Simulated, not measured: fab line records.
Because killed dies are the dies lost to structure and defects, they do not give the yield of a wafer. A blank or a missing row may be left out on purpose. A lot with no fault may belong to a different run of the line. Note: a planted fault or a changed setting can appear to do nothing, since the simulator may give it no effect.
The tool behind it: which one? :: flow n5-finfet :: 11 lots (32 wafers sampled), 1 step of a 1938-step route

WHAT EACH GAUGE READ, for each wafer
N5_BEOL_M7_CD_MEAS_35: target cd 40 nm.
lot: L706
measured: day 9 01:01
on: cd-sem-02
cd-nm (nm): 39.7 39.8 39.1

lot: L704
measured: day 9 01:34
on: cd-sem-03
cd-nm (nm): 41.6 41.0 40.3

lot: L705
measured: day 9 07:29
on: cd-sem-01
cd-nm (nm): 40.3 39.7 40.6

lot: L707
measured: day 9 09:44
on: cd-sem-03
cd-nm (nm): 40.1 41.0 40.2

lot: L709
measured: day 9 22:28
on: cd-sem-03
cd-nm (nm): 41.9 41.1 41.3

lot: L710
measured: day 10 12:40
on: cd-sem-03
cd-nm (nm): 40.6 39.6 40.4

lot: L711
measured: day 10 19:11
on: cd-sem-01
cd-nm (nm): 38.9 41.0 40.5

lot: L713
measured: day 11 06:20
on: cd-sem-02
cd-nm (nm): 40.8 40.0 40.0

lot: L722
measured: day 13 12:21
on: cd-sem-02
cd-nm (nm): 38.4 39.0

lot: L723
measured: day 14 06:27
on: cd-sem-02
cd-nm (nm): 40.1 39.5 39.8

lot: L726
measured: day 14 12:58
on: cd-sem-02
cd-nm (nm): 40.1 39.5 40.0

EACH LOT AND THE TOOL THAT RAN IT (in order: tool; ch and the chambers of the sampled wafers; start)
The record shows no process step preceding these readings.

THE ANSWER, worked out from the rows above alone
Rule: the usual values come from the lots themselves. The widest of any qualifying gaps counts: lots, ordered by their means at a reading, are off when they make up no more than a third of the lots, leave a main group of 4 or more, and stand apart from it by 3 or more times the standard deviation of that group's means. A main group whose means are all the same, to the digits that the tables above print for the reading, isn't used. A lot without any number at a reading at which 4 lots or more have one is off too. All remaining lots with rows at the step are treated as sound.
No lot is off on any of the readings shown, so nothing can be concluded from this.

WHAT THE SIMULATOR HAD INSERTED
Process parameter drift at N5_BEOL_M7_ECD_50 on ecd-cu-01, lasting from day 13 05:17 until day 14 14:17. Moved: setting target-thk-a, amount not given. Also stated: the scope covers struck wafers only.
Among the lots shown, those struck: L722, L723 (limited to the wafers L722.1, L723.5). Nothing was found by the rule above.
